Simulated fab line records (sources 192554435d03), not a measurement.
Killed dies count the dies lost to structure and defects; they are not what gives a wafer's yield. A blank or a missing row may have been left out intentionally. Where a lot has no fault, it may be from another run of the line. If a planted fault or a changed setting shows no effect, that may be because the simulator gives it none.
The tool behind it: which one?    flow n5Finfet    10 lots, 26 wafers sampled, at 1 step of a route of 1938

## WHAT THE GAUGES SHOWED, per wafer
N5_BEOL_M4_RC_MEAS_101. Usual: DIBL_N 36.3 mV/V, standard deviation 1.6; DIBL_P 36.4 mV/V, standard deviation 2.1; IOFF_N 0.16 nA/um, standard deviation 0.032; IOFF_P 0.22 nA/um, standard deviation 0.044; ION_N 675 uA/um, standard deviation 12; ION_P 463 uA/um, standard deviation 8.3; SS_N 71.6 mV/dec, standard deviation 0.64; SS_P 73.3 mV/dec, standard deviation 0.67; VT_N 250 mV, standard deviation 3.3; VT_P -250 mV, standard deviation 3.7.
lot   measured      on         DIBL_N (mV/V)   DIBL_P (mV/V)   IOFF_N (nA/um)  IOFF_P (nA/um)  ION_N (uA/um)  ION_P (uA/um)  SS_N (mV/dec)   SS_P (mV/dec)   VT_N (mV)    VT_P (mV)       flag
L930  day 10 10:26  prober-02  38.8 35.0 36.4  38.2 33.1 35.1  0.18 0.12 0.15  0.23 0.16 0.20  684 666 686    466 455 464    71.7 70.6 71.9  73.9 73.1 73.5  252 256 251  -247 -255 -251  
L928  day 10 11:23  prober-01  33.7 33.8 35.0  33.5 33.5 35.4  0.13 0.12 0.15  0.19 0.19 0.22  671 659 664    471 464 463    71.2 71.0 71.5  72.6 73.0 72.8  252 254 250  -249 -249 -251  
L933  day 10 15:55  prober-01  35.5 35.7 34.7  36.4 36.0 34.5  0.16 0.15 0.13  0.22 0.21 0.18  679 668 663    465 457 451    71.4 71.8 71.7  73.5 72.9 73.5  248 251 253  -251 -248 -250  
L935  day 11 14:42  prober-01  38.7 38.2 37.8  39.0 39.1 37.9  0.20 0.18 0.18  0.32 0.32 0.31  664 683 686    472 477 484    73.3 71.7 72.3  73.9 73.5 73.8  248 249 247  -242 -244 -240  
L936  day 11 17:00  prober-02  35.4 37.9 36.7  35.7 38.7 37.3  0.15 0.21 0.18  0.18 0.23 0.20  665 697 674    457 468 454    71.2 71.7 71.2  72.8 74.1 73.0  251 246 249  -254 -250 -251  
L937  day 12 20:27  prober-01  37.5 38.0       36.6 38.8       0.17 0.20       0.23 0.28       674 689        463 475        71.9 71.8       73.4 73.5       247 246      -249 -247       
L943  day 13 22:06  prober-02  34.7 35.0       33.9 33.9       0.13 0.14       0.19 0.20       669 676        460 463        70.9 71.5       72.7 72.5       251 251      -249 -248       
L946  day 14 05:40  prober-02  34.8 33.7       33.8 31.3       0.12 0.09       0.14 0.12       676 651        460 442        71.0 70.2       73.8 71.9       253 258      -256 -259       
L947  day 14 09:46  prober-01  34.4 35.5 38.4  34.3 36.6 40.4  0.15 0.17 0.24  0.21 0.25 0.32  678 699 690    465 479 468    71.0 72.3 72.9  72.0 73.0 74.0  246 247 243  -247 -246 -243  
L945  day 14 12:06  prober-02  35.3 37.3       35.1 37.6       0.13 0.18       0.19 0.23       668 685        464 467        71.1 71.3       73.3 73.4       255 244      -249 -249       

## WHAT TOOL EACH LOT RAN ON (gives the tool, then ch and the chambers of the sampled wafers, and finally the start)
No process step before these readings appears in the record.

## AS READ BY THE TOOLS THEMSELVES (means over the sampled wafers that have a number; for cases with no such wafer, the mark the record gives instead)
The record holds no such reading with a usual standard deviation.

## THE ANSWER, worked out from the rows above alone
Rule: take the mean of a lot's wafers that have a number; if it is more than 3 standard deviations from the usual mean, the lot is off. Also off: a lot with no number at a reading for which 4 or more lots have one. Any other lot the step has rows for is counted as sound. Order of review: gauges by route order, followed by the tools' own readings, for which a lot's mean as printed above is used. The first step at which some lot is off is used, and at that step the reading that is off furthest; a lot without a number counts as furthest.
No lot is off on any of the readings shown, so nothing can be concluded from this.

## WHAT THE SIMULATOR PUT IN
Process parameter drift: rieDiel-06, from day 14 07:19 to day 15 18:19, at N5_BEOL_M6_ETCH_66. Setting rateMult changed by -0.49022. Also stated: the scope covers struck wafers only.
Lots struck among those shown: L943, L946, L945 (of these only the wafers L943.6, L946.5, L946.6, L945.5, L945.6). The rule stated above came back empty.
